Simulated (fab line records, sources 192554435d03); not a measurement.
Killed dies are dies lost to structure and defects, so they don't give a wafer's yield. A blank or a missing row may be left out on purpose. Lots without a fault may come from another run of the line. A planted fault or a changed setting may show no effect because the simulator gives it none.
Chamber matching | flow n5_finfet | N5_MOL_CONTACT_COAG_ALD_27 on ald_sin-02: 4 sister chambers
The step deposits SiOC, target thk 17 nm, pulse time 1.5 s, time 2720 s. 22 wafers are shown with their chamber, then 11 later ones without.

WAFERS WITH THEIR CHAMBER
wafer  | chamber | heater_power_w (W) | susceptor_temp_C (C) | precursor_pulse_height_rel
L074.1 | 0       | 744                | 400.11               | 0.974
L074.3 | 1       | 824                | 399.54               | 0.998
L074.6 | 0       | 746                | 399.88               | 0.988
L076.1 | 0       | 755                | 400.33               | 0.989
L076.4 | 1       | 825                | 399.63               | 1.010
L076.6 | 0       | 756                | 400.33               | 1.002
L079.3 | 3       | 875                | 399.85               | 0.999
L079.5 | 0       | 744                | 400.03               | 1.021
L079.6 | 1       | 817                | 400.24               | 0.993
L081.3 | 3       | 880                | 400.16               | 1.000
L081.4 | 1       | 823                | 400.05               | 1.005
L081.5 | 3       | 862                | 400.24               | 1.003
L083.1 | 2       | 947                | 400.00               | 0.996
L083.2 | 0       | 759                | 400.18               | 1.023
L083.4 | 1       | 840                | 399.88               | 0.998
L087.2 | 3       | 903                | 400.28               | 1.051
L087.4 | 2       | 922                | 400.22               | 0.972
L087.6 | 0       | 746                | 400.27               | 1.011
L089.1 | 1       | 829                | 399.71               | 0.993
L089.3 | 0       | 773                | 400.30               | 0.953
L089.6 | 1       | 844                | 399.78               | 1.028
L091.1 | 0       | 747                | 400.05               | 0.980

SIGNATURES (means of the wafers above)
reading                    | chamber 0 | chamber 1 | chamber 2 | chamber 3 | scatter within a chamber
heater_power_w             | 752.22    | 828.86    | 934.50    | 880.00    | 11.8
susceptor_temp_C           | 400.1644  | 399.8329  | 400.1100  | 400.1325  | 0.197
precursor_pulse_height_rel | 0.99344   | 1.00357   | 0.98400   | 1.01325   | 0.0202
Rule: a wafer's distance from a chamber is the root of the sum, over the readings, of the square of ((its reading less the chamber's mean) divided by the reading's scatter). The wafer belongs to the nearest chamber; if the next one is less than 2 further off, it can't be placed. The scatter: the root of (the sum of the squares of (reading less its chamber's mean) over the shown wafers, divided by (wafers less chambers)).

WAFERS WITHOUT THEIR CHAMBER
wafer  | heater_power_w (W) | susceptor_temp_C (C) | precursor_pulse_height_rel
L091.4 | 899                | 400.01               | 0.987
L091.6 | 828                | 400.13               | 1.042
L092.1 | 744                | 399.69               | 0.997
L092.4 | 862                | 400.21               | 1.008
L092.5 | 897                | 400.14               | 0.980
L095.2 | 952                | 400.17               | 1.021
L095.3 | 746                | 399.86               | 1.010
L095.4 | 857                | 399.76               | 1.001
L096.1 | 888                | 400.18               | 1.007
L096.4 | 926                | 399.47               | 0.959
L096.5 | 750                | 399.84               | 1.012

WHICH CHAMBER EACH WENT THROUGH
wafer  | from the rows above     | in truth
L091.4 | can't be placed: 3 or 2 | 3
L091.6 | 1                       | 1
L092.1 | 0                       | 0
L092.4 | can't be placed: 3 or 1 | 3
L092.5 | can't be placed: 3 or 2 | 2
L095.2 | 2                       | 2
L095.3 | 0                       | 0
L095.4 | can't be placed: 1 or 3 | 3
L096.1 | 3                       | 3
L096.4 | 2                       | 2
L096.5 | 0                       | 0
Placed correctly: 7 of 11. Can't be placed from these rows: 4 (the true chamber is among the candidates in 4). Placed wrongly: 0.
